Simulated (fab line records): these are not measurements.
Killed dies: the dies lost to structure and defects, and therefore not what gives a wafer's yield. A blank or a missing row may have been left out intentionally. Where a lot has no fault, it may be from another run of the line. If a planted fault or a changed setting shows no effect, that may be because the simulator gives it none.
fab line records    flow n5-finfet    part 1 of 2: steps 1 to 28 of 29
[record] lots = 6  wafers = 17  last-day = 17
route steps=1938 shown BEOL_M14@1731 PASSIVATION@1936
lots untouched by any fault: they come from a run of this same line in which no faults occurred
start-h: hours from the record's first day to the start of the lot's first wafer shown    wait-h: how many hours have passed since the lot's step before this one    " same as the row above    L1.1+2: a row that stands for several wafers    - no value present, or no start provided    * or withheld: withheld    < > ~ a bound
route shown NAME@n: a module of which the file shows steps, and the number in the route of the first    usual: mean/standard deviation taken from wafers without a fault    same: alike in all rows    chamber/n: place in a boat    sites: readings site by site    _std_site: their standard deviation    _edge_site: mean of outer sites minus mean of inner sites    radius-mm: how far each site lies from the wafer's centre    mask NAME#n: copy n    behind: the last tool/chamber to shape the wafer    hold: the reason the lot was held/the length of the hold in hours/how it ended    device: the n, p or np transistor that did not switch    end of line: tests of these same wafers at the route's end    a step given without rows: its recipe and nothing more    killed: not the wafer's yield, but the dies lost to structure and defects at the first sort    map: a wafer's dies, marking killed ones x, the rest . and places with no die _
set.NAME: the setting as run; set.NAME@STEP: as run at that earlier step    model.NAME: the simulator's own value behind a step, which no gauge read
lots seen at some steps along the route; tables by step, rows by wafer
services: from which hour (start-h, from the record's first day; less than 0 if before it) a tool's chamber was out of use, for how many hours, and why
[[steps]]
[step N5_BEOL_M14_VIA_ETCH_16]
[recipe] chemistry = C4F8/O2/Ar  target = SiO2  he-inner-torr = 15  he-outer-torr = 30  target-depth-a = 12313  time-s = withheld  ion-energy-ev = 800  pressure-mtorr = 20  source-w = 1905  bias-w = 2040  Ar_flow_sccm = 400  C4F8_flow_sccm = 16  O2_flow_sccm = 12  ends = cleared
[usual] drypump-motor-current-A = 5.8/0.34  oes-product-au = 0.77/0.092  rf-vpp-V = 2208/25  showerhead-plenum-p-Torr = 3.46/0.097  throttle-valve-pct = 31.06/0.23
lot.wafer  tool         chamber  start-h  wait-h  drypump-motor-current-A  oes-product-au  rf-vpp-V  showerhead-plenum-p-Torr  throttle-valve-pct
L596.1     rie-diel-06  1        228.91   0.0     6.1                      0.63            2206      3.53                      31.26
L596.5     "            0        "        "       5.9                      0.91            2198      3.50                      30.79
L596.6     "            1        "        "       6.1                      0.62            2206      3.53                      31.29
L597.1     rie-diel-06  3        236.14   0.0     5.9                      0.89            2214      3.40                      31.30
L597.2     "            0        "        "       5.9                      0.90            2201      3.49                      30.77
L597.4     "            3        "        "       5.9                      0.89            2215      3.40                      31.32
L602.2     rie-diel-02  1        257.98   0.0     5.5                      0.63            2135      3.54                      31.13
L602.3     "            3        "        "       5.8                      0.72            2196      3.59                      30.91
L602.6     "            2        "        "       5.0                      0.63            2198      3.42                      31.02
L609.1     rie-diel-06  2        303.18   0.0     5.3                      0.88            2234      3.69                      31.15
L609.4     "            3        "        "       5.9                      0.80            2214      3.38                      31.32
L618.1     rie-diel-06  1        361.54   0.0     6.1                      0.79            2204      3.51                      31.01
L618.5     "            3        "        "       5.9                      0.78            2211      3.37                      31.35
L618.6     "            0        "        "       6.0                      0.80            2196      3.47                      30.83
L619.1     rie-diel-06  3        375.69   0.0     5.9                      0.75            2213      3.37                      31.35
L619.4     "            1        "        "       6.1                      0.79            2204      3.50                      31.03
L619.5     "            3        "        "       5.9                      0.77            2212      3.37                      31.37
[step N5_BEOL_M14_STRIP_63]
[recipe] chemistry = O2  power-w = 600  temp-c = 60  pressure-mtorr = 30  rf-frequency-hz = 6e+07  bias-power-w = 0  overash-fraction = 0.3  o2-flow-sccm = 225
[usual] drypump-motor-current-A = 5.8/0.34  oes-product-au = 0.85/0.099  rf-vpp-V = 3.8/0.82  showerhead-plenum-p-Torr = 2.10/0.068  throttle-valve-pct = 16.70/0.21
lot.wafer  tool         chamber  start-h  wait-h  drypump-motor-current-A  oes-product-au  rf-hours-counter-h  rf-vpp-V  showerhead-plenum-p-Torr  throttle-valve-pct
L596.1     rie-diel-06  1        -        -       6.1                      0.70            256                 4.2       2.14                      17.01
L596.5     "            0        "        "       5.9                      0.99            -                   3.3       2.12                      16.36
L596.6     "            1        "        "       6.1                      0.68            -                   4.2       2.14                      17.03
L597.1     rie-diel-06  3        -        -       5.9                      0.97            2                   4.7       2.05                      16.85
L597.2     "            0        "        "       5.9                      0.99            6                   2.9       2.12                      16.32
L597.4     "            3        "        "       5.9                      0.99            -                   4.2       2.05                      16.82
L602.2     rie-diel-02  1        -        -       5.5                      0.69            229                 2.9       2.18                      17.14
L602.3     "            3        "        "       5.7                      0.81            84                  4.6       2.23                      16.76
L602.6     "            2        "        "       5.0                      0.69            -                   3.7       2.08                      16.86
L609.1     rie-diel-06  2        -        -       5.3                      0.97            6                   2.5       2.24                      16.54
L609.4     "            3        "        "       5.9                      0.89            28                  3.0       2.04                      16.87
L618.1     rie-diel-06  1        -        -       6.1                      0.88            41                  2.9       2.13                      16.57
L618.5     "            3        "        "       5.9                      0.85            -                   3.7       2.03                      16.89
L618.6     "            0        "        "       6.0                      0.88            -                   2.9       2.10                      16.44
L619.1     rie-diel-06  3        -        -       5.9                      0.86            54                  2.4       2.03                      16.91
L619.4     "            1        "        "       6.1                      0.88            46                  4.8       2.13                      16.60
L619.5     "            3        "        "       5.9                      0.84            -                   5.4       2.03                      16.92
[step N5_BEOL_M14_STRIP_64]
[recipe] chemistry = O2  power-w = 600  temp-c = 60  pressure-mtorr = 30  rf-frequency-hz = 6e+07  bias-power-w = 0  overash-fraction = 0.3  o2-flow-sccm = 225
[usual] drypump-motor-current-A = 5.8/0.34  oes-product-au = 0.84/0.099  rf-vpp-V = 3.6/0.5  showerhead-plenum-p-Torr = 2.10/0.068  throttle-valve-pct = 16.70/0.2
lot.wafer  tool         chamber  start-h  wait-h  drypump-motor-current-A  oes-product-au  rf-hours-counter-h  rf-vpp-V  showerhead-plenum-p-Torr  throttle-valve-pct
L596.1     rie-diel-06  1        -        -       6.1                      0.68            256                 2.4       2.14                      17.01
L596.5     "            0        "        "       6.0                      1.01            -                   2.8       2.12                      16.33
L596.6     "            1        "        "       6.1                      0.68            -                   3.8       2.14                      17.02
L597.1     rie-diel-06  3        -        -       5.9                      0.97            2                   3.4       2.05                      16.81
L597.2     "            0        "        "       5.9                      0.98            6                   3.3       2.12                      16.33
L597.4     "            3        "        "       6.0                      0.98            -                   3.6       2.05                      16.80
L602.2     rie-diel-02  1        -        -       5.6                      0.70            229                 3.6       2.18                      17.13
L602.3     "            3        "        "       5.7                      0.79            84                  3.6       2.23                      16.75
L602.6     "            2        "        "       5.0                      0.70            -                   4.3       2.08                      16.85
L609.1     rie-diel-06  2        -        -       5.3                      0.97            6                   3.0       2.24                      16.54
L609.4     "            3        "        "       5.9                      0.89            28                  3.9       2.04                      16.86
L618.1     rie-diel-06  1        -        -       6.1                      0.87            41                  3.0       2.13                      16.60
L618.5     "            3        "        "       5.9                      0.86            -                   4.1       2.03                      16.90
L618.6     "            0        "        "       6.0                      0.87            -                   3.8       2.10                      16.43
L619.1     rie-diel-06  3        -        -       5.9                      0.85            54                  3.3       2.03                      16.90
L619.4     "            1        "        "       6.1                      0.87            46                  3.3       2.13                      16.60
L619.5     "            3        "        "       5.9                      0.86            -                   4.1       2.03                      16.92
[step N5_BEOL_M14_STRIP_71]
[recipe] chemistry = post-etch-residue-remover  time-s = 60  temp-c = 25  remover-ph = withheld  remover-water-wt-pct = withheld  remover-fluoride-wt-pct = withheld
[step N5_BEOL_M14_SRD_72]
[recipe] time-s = 30  temp-c = 23  rinse-liquid = diw  dry = n2-spin  spin-rpm = 1500  dry-time-s = 30
[step N5_BEOL_M14_CD_MEAS_17]
[recipe] target-cd-nm = 250  polarity = opening
[usual] cd-nm = 250.4/2.2
lot.wafer  tool       chamber  start-h  wait-h  cd-nm
L596.1     cd-sem-03  -        229.26   0.0     254.0
L596.5     "          -        "        "       250.9
L596.6     "          -        "        "       252.4
L597.1     cd-sem-02  -        236.49   0.0     251.8
L597.2     "          -        "        "       247.1
L597.4     "          -        "        "       253.1
L602.2     cd-sem-02  -        258.33   0.0     252.4
L602.3     "          -        "        "       250.4
L602.6     "          -        "        "       251.6
L609.1     cd-sem-01  -        303.53   0.0     248.6
L609.4     "          -        "        "       248.1
L618.1     cd-sem-01  -        361.89   0.0     252.4
L618.5     "          -        "        "       254.4
L618.6     "          -        "        "       253.5
L619.1     cd-sem-01  -        376.05   0.0     250.2
L619.4     "          -        "        "       249.4
L619.5     "          -        "        "       248.8
[step N5_BEOL_M14_COAT_65]
[recipe] resist = SOC  temp-c = 250  time-s = 60  spin-rpm = 1500  resist-thk-nm = 450
[step N5_BEOL_M14_COAT_66]
[recipe] resist = SiARC  temp-c = 220  time-s = 60  spin-rpm = 1500  resist-thk-nm = 110
[step N5_BEOL_M14_COAT_22]
[recipe] spin-rpm = 2888  resist-thk-nm = 300
[step N5_BEOL_M14_EBR_24]
[recipe] solvent = PGMEA  ebr-width-mm = 1.5
[step N5_BEOL_M14_SOFTBAKE_23]
[recipe] temp-c = 130  time-s = 60
[step N5_BEOL_M14_EXPOSE_25]
[recipe] mask-id = M14  na = 0.8  source-shape = annular  sigma-inner = 0.5  sigma-outer = 0.8  polarization = unpolarized  target-cd-nm = 280  dose-mj = 26.6
[step N5_BEOL_M14_PEB_26]
[recipe] peb-temp-c = 130  peb-time-s = 90
[usual] heater-power-total-W = 172.6/0.75  plate-temp-C = 130.01/0.15
lot.wafer  tool            chamber  start-h  wait-h  heater-power-total-W  plate-temp-C
L596.1     litho-track-01  0        229.47   0.1     172.4                 130.03
L596.5     "               0        "        "       173.0                 129.77
L596.6     "               0        "        "       172.1                 129.84
L597.1     litho-track-05  0        236.83   0.1     173.3                 129.97
L597.2     "               0        "        "       172.1                 129.89
L597.4     "               0        "        "       173.2                 129.83
L602.2     litho-track-02  0        258.69   0.0     172.9                 130.30
L602.3     "               0        "        "       172.3                 130.07
L602.6     "               0        "        "       171.9                 130.26
L609.1     litho-track-02  0        303.87   0.1     173.0                 129.93
L609.4     "               0        "        "       171.3                 129.66
L618.1     litho-track-05  0        362.10   0.1     175.0                 131.21
L618.5     "               0        "        "       174.5                 131.24
L618.6     "               0        "        "       174.1                 131.06
L619.1     litho-track-05  0        376.38   0.1     174.6                 131.42
L619.4     "               0        "        "       174.8                 131.09
L619.5     "               0        "        "       175.0                 131.20
[step N5_BEOL_M14_DEVELOP_27]
[recipe] develop-time-s = 45  rinse-liquid = diw  dry = air-spin  dev-temp-c = 21
[step N5_BEOL_M14_HARDBAKE_32]
[recipe] temp-c = 130  time-s = 120
[step N5_BEOL_M14_CD_MEAS_28]
[recipe] target-cd-nm = 284.4  landing-energy-ev = 500  detector = se-inlens
[usual] cd-nm = 285.2/2
lot.wafer  tool       chamber  start-h  wait-h  cd-nm
L596.1     cd-sem-03  0        229.59   -       282.9
L596.5     "          0        "        "       283.0
L596.6     "          0        "        "       284.1
L597.1     cd-sem-03  0        236.94   -       286.2
L597.2     "          0        "        "       284.7
L597.4     "          0        "        "       285.0
L602.2     cd-sem-02  0        258.80   -       283.9
L602.3     "          0        "        "       286.5
L602.6     "          0        "        "       283.6
L609.1     cd-sem-01  0        303.98   -       286.9
L609.4     "          0        "        "       284.4
L618.1     cd-sem-01  0        362.22   -       292.2
L618.5     "          0        "        "       291.2
L618.6     "          0        "        "       291.8
L619.1     cd-sem-03  0        376.50   -       290.9
L619.4     "          0        "        "       290.1
L619.5     "          0        "        "       289.9
[step N5_BEOL_M14_OVL_MEAS_29]
[recipe] points-per-wafer = 44
[usual] M14_OVL = 1/5.6
lot.wafer  tool        chamber  start-h  wait-h  M14_OVL[nm]
L596.1     overlay-01  0        229.62   0.0     -7
L596.5     "           0        "        "       -6
L596.6     "           0        "        "       -12
L597.1     overlay-01  0        236.97   0.0     -4
L597.2     "           0        "        "       -4
L597.4     "           0        "        "       -6
L602.2     overlay-01  0        258.83   0.0     -8
L602.3     "           0        "        "       -2
L602.6     "           0        "        "       0
L609.1     overlay-01  0        304.01   0.0     1
L609.4     "           0        "        "       -6
L618.1     overlay-01  0        362.26   0.0     2
L618.5     "           0        "        "       3
L618.6     "           0        "        "       1
L619.1     overlay-02  0        376.53   0.0     6
L619.4     "           0        "        "       11
L619.5     "           0        "        "       11
[step N5_BEOL_M14_INSPECT_30]
[recipe] mode = adi  inspect-instrument = macro
[usual] raw-defect-count = 2.0/1.4
lot.wafer  tool               chamber  start-h  wait-h  raw-defect-count
L596.1     defect-inspect-02  -        229.64   0.0     3
L596.5     "                  -        "        "       1
L596.6     "                  -        "        "       1
L597.1     defect-inspect-02  -        237.00   0.0     1
L597.2     "                  -        "        "       1
L597.4     "                  -        "        "       5
L602.2     defect-inspect-02  -        258.85   0.0     0
L602.3     "                  -        "        "       1
L602.6     "                  -        "        "       0
L609.1     defect-inspect-02  -        304.04   0.0     3
L609.4     "                  -        "        "       3
L618.1     defect-inspect-02  -        362.28   0.0     2
L618.5     "                  -        "        "       2
L618.6     "                  -        "        "       3
L619.1     defect-inspect-01  -        376.55   0.0     2
L619.4     "                  -        "        "       2
L619.5     "                  -        "        "       0
[step N5_BEOL_M14_DESCUM_33]
[recipe] chemistry = O2  time-s = 7.9  source-power-w = 50  bias-power-w = 20  pressure-mtorr = 20  rf-frequency-hz = 2.712e+07  temp-c = 40  o2-flow-sccm = 225
[usual] drypump-motor-current-A = 5.7/0.39  oes-product-au = 0.81/0.088  rf-vpp-V = 243.2/1.2  showerhead-plenum-p-Torr = 2.10/0.073  throttle-valve-pct = 20.51/0.16
[same] time-s = 7.9
lot.wafer  tool         chamber  start-h  wait-h  drypump-motor-current-A  oes-product-au  rf-hours-counter-h  rf-vpp-V  showerhead-plenum-p-Torr  throttle-valve-pct  model.BEOL_M14.cd-nm
L596.1     rie-diel-02  0        229.75   0.1     5.3                      0.86            63                  244.3     2.10                      20.51               282.8
L596.5     "            2        "        "       5.0                      0.70            -                   242.9     2.08                      20.54               283.4
L596.6     "            1        "        "       5.5                      0.71            -                   243.7     2.18                      20.85               284.2
L597.1     rie-diel-04  0        237.68   0.7     6.1                      0.76            126                 242.4     2.02                      20.50               286.2
L597.2     "            2        "        "       6.4                      0.72            207                 240.9     1.98                      20.39               284.8
L597.4     "            1        "        "       5.4                      0.86            78                  244.3     2.11                      20.42               285
L602.2     rie-diel-02  3        258.89   0.0     5.8                      0.80            85                  244.6     2.22                      20.58               283.8
L602.3     "            2        "        "       5.0                      0.69            229                 242.7     2.07                      20.57               286.6
L602.6     "            3        "        "       5.7                      0.80            -                   244.0     2.22                      20.59               283.6
L609.1     rie-diel-04  1        304.09   0.1     5.4                      0.83            103                 243.1     2.10                      20.46               287.2
L609.4     "            0        "        "       6.1                      0.75            152                 240.5     2.01                      20.55               284
L618.1     rie-diel-02  1        362.31   0.0     5.6                      0.94            14                  244.6     2.16                      20.51               292
L618.5     "            1        "        "       5.5                      0.94            -                   243.2     2.16                      20.54               291.4
L618.6     "            2        "        "       5.0                      0.97            -                   241.7     2.06                      20.26               291.6
L619.1     rie-diel-06  0        376.59   0.0     6.0                      0.86            60                  243.3     2.10                      20.21               290.8
L619.4     "            1        "        "       6.1                      0.86            46                  243.5     2.12                      20.39               289.8
L619.5     "            1        "        "       6.1                      0.86            -                   242.9     2.12                      20.39               289.8
[step N5_BEOL_M14_ETCH_67]
[recipe] chemistry = CF4  target = SiARC  target-depth-a = 1430  time-s = 238.3  ion-energy-ev = 80  pressure-mtorr = 40  source-w = 545  bias-w = 36  Ar_flow_sccm = 100  cf4-flow-sccm = 100  ends = cleared
[step N5_BEOL_M14_ETCH_68]
[recipe] chemistry = N2/H2  target = SOC  mask-material = SiARC  source-w = 3000  bias-w = 350  temp-c = 40  time-s = 450  ion-energy-ev = 200  pressure-mtorr = 30  n2-flow-sccm = 200  h2-flow-sccm = 200
[usual] drypump-motor-current-A = 5.7/0.39  oes-product-au = 0.81/0.09  rf-vpp-V = 524.1/2.5  showerhead-plenum-p-Torr = 2.55/0.081  throttle-valve-pct = 17.82/0.18
[same] time-s = 450
lot.wafer  tool         chamber  start-h  wait-h  drypump-motor-current-A  oes-product-au  rf-hours-counter-h  rf-vpp-V  showerhead-plenum-p-Torr  throttle-valve-pct
L596.1     rie-diel-02  0        229.93   0.1     5.3                      0.84            63                  525.6     2.58                      17.99
L596.5     "            2        "        "       5.0                      0.71            -                   521.3     2.51                      17.86
L596.6     "            1        "        "       5.6                      0.70            -                   525.1     2.63                      18.06
L597.1     rie-diel-04  0        237.86   0.1     6.1                      0.77            126                 521.0     2.43                      17.64
L597.2     "            2        "        "       6.4                      0.71            207                 520.6     2.43                      17.82
L597.4     "            1        "        "       5.4                      0.86            78                  525.4     2.57                      17.83
L602.2     rie-diel-02  3        259.07   0.1     5.8                      0.80            85                  527.8     2.67                      17.75
L602.3     "            2        "        "       5.0                      0.69            229                 522.5     2.50                      17.89
L602.6     "            3        "        "       5.8                      0.80            -                   528.7     2.67                      17.73
L609.1     rie-diel-04  1        304.27   0.1     5.4                      0.82            103                 526.1     2.56                      17.88
L609.4     "            0        "        "       6.1                      0.74            152                 520.3     2.42                      17.70
L618.1     rie-diel-02  1        362.50   0.1     5.6                      0.93            14                  525.5     2.61                      17.70
L618.5     "            1        "        "       5.6                      0.94            -                   525.0     2.61                      17.69
L618.6     "            2        "        "       5.0                      0.96            -                   522.2     2.49                      17.52
L619.1     rie-diel-06  0        376.77   0.1     5.9                      0.87            60                  526.1     2.55                      17.53
L619.4     "            1        "        "       6.1                      0.87            46                  525.0     2.57                      17.64
L619.5     "            1        "        "       6.1                      0.86            -                   526.2     2.57                      17.63
[step N5_BEOL_M14_STRIP_69]
[recipe] chemistry = N2/H2  temp-c = 40  n2-flow-sccm = 200  h2-flow-sccm = 200  rf-frequency-hz = 6e+07
[step N5_BEOL_M14_TRENCH_ETCH_34]
[recipe] chemistry = C4F8/O2/Ar  target = SiO2  target-depth-a = 5566.5  mask-material = SOC  he-inner-torr = 15  he-outer-torr = 30  time-s = 126.9  ion-energy-ev = 800  pressure-mtorr = 20  source-w = 1905  bias-w = 2040  Ar_flow_sccm = 400  C4F8_flow_sccm = 16  O2_flow_sccm = 12
[usual] drypump-motor-current-A = 5.7/0.39  oes-product-au = 0.81/0.094  rf-vpp-V = 2210/29  showerhead-plenum-p-Torr = 3.46/0.1  throttle-valve-pct = 31.07/0.22
[same] time-s = 126.9
lot.wafer  tool         chamber  start-h  wait-h  drypump-motor-current-A  oes-product-au  rf-hours-counter-h  rf-vpp-V  showerhead-plenum-p-Torr  throttle-valve-pct
L596.1     rie-diel-02  0        230.20   0.0     5.3                      0.85            63                  2232      3.51                      31.51
L596.5     "            2        "        "       5.0                      0.70            -                   2197      3.42                      31.04
L596.6     "            1        "        "       5.6                      0.70            -                   2135      3.54                      31.14
L597.1     rie-diel-04  0        238.13   0.0     6.2                      0.76            126                 2221      3.33                      31.02
L597.2     "            2        "        "       6.4                      0.71            207                 2213      3.28                      30.74
L597.4     "            1        "        "       5.4                      0.86            78                  2233      3.45                      30.85
L602.2     rie-diel-02  3        259.34   0.0     5.8                      0.82            85                  2195      3.59                      30.96
L602.3     "            2        "        "       5.0                      0.70            229                 2197      3.42                      31.05
L602.6     "            3        "        "       5.8                      0.82            -                   2194      3.59                      30.93
L609.1     rie-diel-04  1        304.55   0.0     5.4                      0.83            103                 2231      3.44                      30.88
L609.4     "            0        "        "       6.1                      0.73            152                 2219      3.32                      31.06
L618.1     rie-diel-02  1        362.77   0.0     5.6                      0.93            15                  2133      3.52                      30.94
L618.5     "            1        "        "       5.6                      0.94            -                   2134      3.52                      30.94
L618.6     "            2        "        "       5.0                      0.96            -                   2195      3.40                      30.89
L619.1     rie-diel-06  0        377.04   0.0     5.9                      0.90            61                  2197      3.46                      30.85
L619.4     "            1        "        "       6.1                      0.86            46                  2204      3.50                      31.06
L619.5     "            1        "        "       6.1                      0.87            -                   2203      3.50                      31.06
[step N5_BEOL_M14_STRIP_70]
[recipe] chemistry = C4F8/O2/Ar  resist = SiARC  rf-frequency-hz = 6e+07
[step N5_BEOL_M14_OCD_MEAS_35]
[usual] trench-depth-nm = 563/17
lot.wafer  tool    chamber  start-h  wait-h  trench-depth-nm
L596.1     ocd-01  -        230.36   0.0     559
L596.5     "       -        "        "       548
L596.6     "       -        "        "       567
L597.1     ocd-01  -        238.29   0.0     550
L597.2     "       -        "        "       549
L597.4     "       -        "        "       578
L602.2     ocd-02  -        259.50   0.0     571
L602.3     "       -        "        "       548
L602.6     "       -        "        "       571
L609.1     ocd-01  -        304.70   0.0     577
L609.4     "       -        "        "       544
L618.1     ocd-01  -        362.92   0.0     570
L618.5     "       -        "        "       575
L618.6     "       -        "        "       562
L619.1     ocd-01  -        377.20   0.0     589
L619.4     "       -        "        "       570
L619.5     "       -        "        "       573
[step N5_BEOL_M14_STRIP_37]
[recipe] chemistry = O2  power-w = 600  temp-c = 60  pressure-mtorr = 30  rf-frequency-hz = 6e+07  bias-power-w = 0  overash-fraction = 0.3  o2-flow-sccm = 225
[step N5_BEOL_M14_ETCH_38]
[recipe] chemistry = CF4/N2  target = SiCN  target-depth-a = 1065  taper-deg = 2  time-s = 120.6  ion-energy-ev = 150  mask-material = SiO2  pressure-mtorr = 40  source-w = 430  bias-w = 70  Ar_flow_sccm = 100  cf4-flow-sccm = 60  n2-flow-sccm = 60
[usual] drypump-motor-current-A = 5.6/0.37  oes-product-au = 0.81/0.098  rf-vpp-V = 382.6/1.8  showerhead-plenum-p-Torr = 2.22/0.065  throttle-valve-pct = 15.54/0.2
[same] time-s = 120.6
lot.wafer  tool         chamber  start-h  wait-h  drypump-motor-current-A  oes-product-au  rf-hours-counter-h  rf-vpp-V  showerhead-plenum-p-Torr  throttle-valve-pct  model.BEOL_M14.cd-nm
L596.1     rie-diel-02  1        -        -       5.6                      0.71            219                 383.8     2.28                      15.81               278.6
L596.5     "            2        "        "       5.0                      0.70            -                   382.7     2.19                      15.64               278.2
L596.6     "            1        "        "       5.5                      0.71            -                   383.5     2.28                      15.81               278.6
L597.1     rie-diel-04  1        -        -       5.4                      0.86            78                  383.8     2.22                      15.43               280.8
L597.2     "            3        "        "       5.7                      0.70            221                 381.7     2.19                      15.85               278.8
L597.4     "            0        "        "       6.1                      0.76            126                 381.0     2.13                      15.49               282.2
L602.2     rie-diel-02  1        -        -       5.5                      0.70            230                 382.7     2.27                      15.83               281.8
L602.3     "            0        "        "       5.3                      0.83            73                  382.5     2.24                      15.66               279.8
L602.6     "            1        "        "       5.5                      0.70            -                   383.2     2.28                      15.82               280.6
L609.1     rie-diel-06  0        -        -       5.9                      0.94            34                  382.8     2.22                      15.14               285.4
L609.4     "            3        "        "       5.9                      0.88            30                  381.7     2.16                      15.63               278
L618.1     rie-diel-04  1        -        -       5.4                      0.81            126                 380.8     2.20                      15.52               285.4
L618.5     "            1        "        "       5.4                      0.81            -                   382.5     2.20                      15.52               286.4
L618.6     "            0        "        "       6.1                      0.71            -                   379.7     2.12                      15.58               287.6
L619.1     rie-diel-06  3        -        -       5.9                      0.84            54                  381.9     2.15                      15.68               286.4
L619.4     "            0        "        "       6.0                      0.90            61                  382.7     2.21                      15.19               285.2
L619.5     "            3        "        "       5.9                      0.84            -                   381.6     2.15                      15.69               285
[step N5_BEOL_M14_PRECLEAN_39]
[recipe] chemistry = residue-remover  time-s = 60  temp-c = 40
[[key]]
[first-sign] step = N5_BEOL_M14_PEB_26  reading = plate-temp-C  direction = up  sigmas = 8.1  usual = *  struck = *
[effect] step = N5_BEOL_M14_PEB_26  reading = heater-power-total-W  direction = up  sigmas = 2.8  usual = *  struck = *
[effect] step = N5_BEOL_M14_CD_MEAS_28  reading = cd-nm  direction = up  sigmas = 3  usual = 285.2  struck = 291.0  through = control-loop
[model-effect] step = N5_BEOL_M14_DESCUM_33  value = BEOL_M14.cd-nm  without = 286.2  struck = 290.9
[model-effect] step = N5_BEOL_M14_ETCH_38  value = BEOL_M14.cd-nm  without = 281.3  struck = 286
met-at N5_BEOL_M14_PEB_26
struck-wafers L618.1,L618.5,L618.6,L619.1,L619.4,L619.5
[loop-trim] step = N5_BEOL_M14_EXPOSE_25  setting = dose  lots = L619
onset-between 236.83 362.10
[fault] kind = process-parameter-drift  tool = litho-track-05  chamber = -  onset-h = 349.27  steps = N5_BEOL_M14_PEB_26  channel = peb-temp-c  offset = *  shape = step  end-h = 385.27  acts-in = *  stated = *
// loop-trim: a control loop set the setting to another value than it would have without faults
